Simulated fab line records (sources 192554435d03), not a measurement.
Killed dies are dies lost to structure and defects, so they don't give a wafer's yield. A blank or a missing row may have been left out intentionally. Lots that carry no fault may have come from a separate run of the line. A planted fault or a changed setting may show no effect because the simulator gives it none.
2 desks, one fault	flow n5-finfet	only its own numbers are on each desk; what lay behind them is given at the end

== THE DEFECT DESK ==
What the inspections along the route counted, lot by lot: means of the sampled wafers that have a number. The brackets show how far a lot's mean lies from the usual mean; more than 4 standard deviations puts the lot out of limits, marked OUT.
Columns: A = raw-defect-count at N5_BEOL_M7_INSPECT_13, usual 373
lot	first seen here	A
L404	day 10 20:51	402
L406	day 11 07:09	332
L410	day 11 08:06	467
L408	day 12 02:41	510
L416	day 14 22:13	330
L417	day 15 04:47	465
L422	day 15 22:56	303
L419	day 16 09:56	271
L424	day 17 04:04	381
Result from this desk: across the 9 lots, nothing is out of limits.

== DESK OF THE TOOL OWNER: rie-diel-01 ==
The tool's own readings at N5_BEOL_M7_ETCH_66 (etches SOC in N2/H2, target depth 80 nm, overetch 16 nm, time 120 s): means of the sampled wafers that have a number, for each lot that ran on this tool. The brackets show how far a lot's mean lies from the usual mean; more than 4 standard deviations puts the lot out of limits, marked OUT.
Columns: A = bias-w at N5_BEOL_M7_ETCH_66, usual 149.9 W; B = drypump-motor-current-A at N5_BEOL_M7_ETCH_66, usual 5.3 A; C = h2-flow-sccm at N5_BEOL_M7_ETCH_66, usual 200.0 sccm; D = oes-product-au at N5_BEOL_M7_ETCH_66, usual 0.59 a.u.; E = rf-vpp-V at N5_BEOL_M7_ETCH_66, usual 525.6 V; F = showerhead-plenum-p-Torr at N5_BEOL_M7_ETCH_66, usual 2.61 Torr; G = throttle-valve-pct at N5_BEOL_M7_ETCH_66, usual 17.83 %
lot	first seen here	A	B	C	D	E	F	G
L406	day 11 08:31	150.4	5.1	200.1	0.56	525.3	2.60	17.75
L408	day 12 04:16	144.0 (-14) OUT	5.1	200.0	0.56	511.9 (-7.6) OUT	2.60	17.77
L417	day 15 06:07	150.1	5.6	199.9	0.60	526.6	2.62	17.77
L419	day 16 11:47	149.9	5.0	199.7	0.54	525.8	2.62	17.73
This desk finds L408 out of limits, L408 being first, at day 12 04:16 (bias-w at N5_BEOL_M7_ETCH_66). L406, L417, L419 stayed within limits.

== ALL TOGETHER ==
At day 12 04:16, on L408, the tool owner's desk was in a position to raise an alarm.
No out-of-limits result turned up at the defect desk.
The defect desk has L408 on record, within its limits.
All the named lots went through N5_BEOL_M7_ETCH_66 on rie-diel-01.

== WHAT THE SIMULATOR HAD PUT IN ==
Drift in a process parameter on rie-diel-01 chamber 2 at N5_BEOL_M7_ETCH_66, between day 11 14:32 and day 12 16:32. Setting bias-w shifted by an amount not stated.
Lots struck among those shown: L408.
Time in hours from fault onset to the first out-of-limits reading at each desk: the tool owner's desk, 14.
